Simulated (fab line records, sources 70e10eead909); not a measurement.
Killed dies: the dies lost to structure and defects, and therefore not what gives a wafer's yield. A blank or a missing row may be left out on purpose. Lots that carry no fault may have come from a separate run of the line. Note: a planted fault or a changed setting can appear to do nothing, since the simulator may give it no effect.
Chamber matching -- flow nand harc -- NHARC_P_GATE_DESCUM_93 on rie diel-07 has 4 sister chambers
The step chemistry O2, time 3 s. 4 wafers are shown with their chamber, then 7 later ones without.

== WAFERS PAIRED WITH THEIR CHAMBERS ==
wafer,chamber,showerhead plenum p Torr (Torr)
L079.6,0,1.81
L082.5,3,1.86
L084.1,1,1.92
L084.4,2,1.81

== WAFERS MISSING THEIR CHAMBER ==
wafer,showerhead plenum p Torr (Torr)
L084.6,1.92
L096.1,1.92
L096.4,1.85
L096.6,1.92
L097.3,1.81
L097.4,1.92
L097.6,1.92

== CHAMBER TAKEN BY EACH ==
wafer,from the rows above,in truth
L084.6,1,1
L096.1,1,1
L096.4,3,3
L096.6,1,1
L097.3,can't be placed: 0 or 2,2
L097.4,1,1
L097.6,1,1
Correctly placed: 6 of 7. Can't be placed from these rows: 1 (the true chamber is among the candidates in 1). Wrongly placed: 0.
How it was worked out, from the rows above alone: a wafer's distance from a chamber is the root of the sum, over the readings, of the square of ((its reading less the chamber's mean) divided by the reading's scatter). The wafer belongs to the nearest chamber; if the next one is less than 2 further off, it can't be placed. The mean given for a chamber averages the wafers shown for that chamber. The scatter (one wafer shown for each chamber): square how far every hidden wafer sits from the nearest shown wafer, average those squares and take the square root.
